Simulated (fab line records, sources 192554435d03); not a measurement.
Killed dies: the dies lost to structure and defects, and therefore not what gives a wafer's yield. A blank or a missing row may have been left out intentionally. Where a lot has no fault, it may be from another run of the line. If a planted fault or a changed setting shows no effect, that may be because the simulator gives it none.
Matching of chambers -- flow n5Finfet -- uvCure-03 running N5_BEOL_M10_CURE_71: 3 sister chambers
The step cures SiCOH lowk, time 240 s. 3 wafers are shown with their chamber, then 7 later ones without.

## WAFERS, EACH WITH ITS CHAMBER
wafer,chamber,wafer_temp_C_max
L080.5,1,387.7
L087.6,2,386.4
L091.2,0,385.8

## WAFERS WITH NO CHAMBER GIVEN
wafer,wafer_temp_C_max
L091.6,386.0
L091.3,386.1
L091.4,386.0
L091.5,386.0
L096.1,386.3
L096.2,386.6
L096.5,386.5

## WHICH CHAMBER EACH WENT THROUGH
wafer,from the rows above,in truth
L091.6,can't be placed: 0 or 2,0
L091.3,can't be placed: 2 or 0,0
L091.4,can't be placed: 0 or 2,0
L091.5,can't be placed: 0 or 2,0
L096.1,2,2
L096.2,2,2
L096.5,2,2
3 of 7 placed correctly. These rows do not allow placing 4 (true chamber among the candidates in 4). Placed wrongly: 0.
How it was worked out, from the rows above alone: a wafer's distance from a chamber is the root of the sum, over the readings, of the square of ((its reading less the chamber's mean) divided by the reading's scatter). If the next closest chamber is less than 2 further off than the closest, the wafer can't be placed; otherwise it belongs to the closest. For every chamber, the mean is computed from those of its wafers that are shown. The scatter (one wafer shown for each chamber): square how far every hidden wafer sits from the nearest shown wafer, average those squares and take the square root.
